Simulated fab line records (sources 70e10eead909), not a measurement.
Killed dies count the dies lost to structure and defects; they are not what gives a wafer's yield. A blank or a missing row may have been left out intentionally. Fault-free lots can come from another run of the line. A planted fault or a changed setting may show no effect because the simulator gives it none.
The tool behind it: which one? -- flow nand harc -- 18 wafers sampled from 6 lots at 1 step of a route of 1159

== WHAT THE GAUGES READ, wafer by wafer ==
NHARC_A_M1_THK_MEAS_24: measures by xrf.
lot,measured,on,thk nm (nm)
L951,day 18 08:50,film metro-02,154.1 155.3 154.8
L955,day 19 00:25,film metro-02,154.9 157.3 152.6
L960,day 21 00:37,film metro-01,153.7 158.2 156.2
L963,day 21 06:05,film metro-02,154.8 154.2 156.8
L970,day 22 07:53,film metro-01,155.8 152.2 153.1
L969,day 22 15:22,film metro-02,155.7 156.6 157.8

== WHICH TOOL RAN EACH LOT (tool, then ch and the chambers of the sampled wafers, then the start) ==
Before these readings, the record contains no process step.

== THE ANSWER, worked out from the rows above alone ==
Rule: the lots themselves supply what counts as usual. The widest of any qualifying gaps counts: lots, ordered by their means at a reading, are off when they make up no more than a third of the lots, leave a main group of 4 or more, and stand apart from it by 3 or more times the standard deviation of that group's means. The tables above print the reading to a certain number of digits; a main group whose means all agree to those digits is not used. A lot without any number at a reading at which 4 lots or more have one is off too. Any other lot the step has rows for is counted as sound.
None of the lots is off at any reading shown; this tells nothing.

== WHAT THE SIMULATOR HAD INSERTED ==
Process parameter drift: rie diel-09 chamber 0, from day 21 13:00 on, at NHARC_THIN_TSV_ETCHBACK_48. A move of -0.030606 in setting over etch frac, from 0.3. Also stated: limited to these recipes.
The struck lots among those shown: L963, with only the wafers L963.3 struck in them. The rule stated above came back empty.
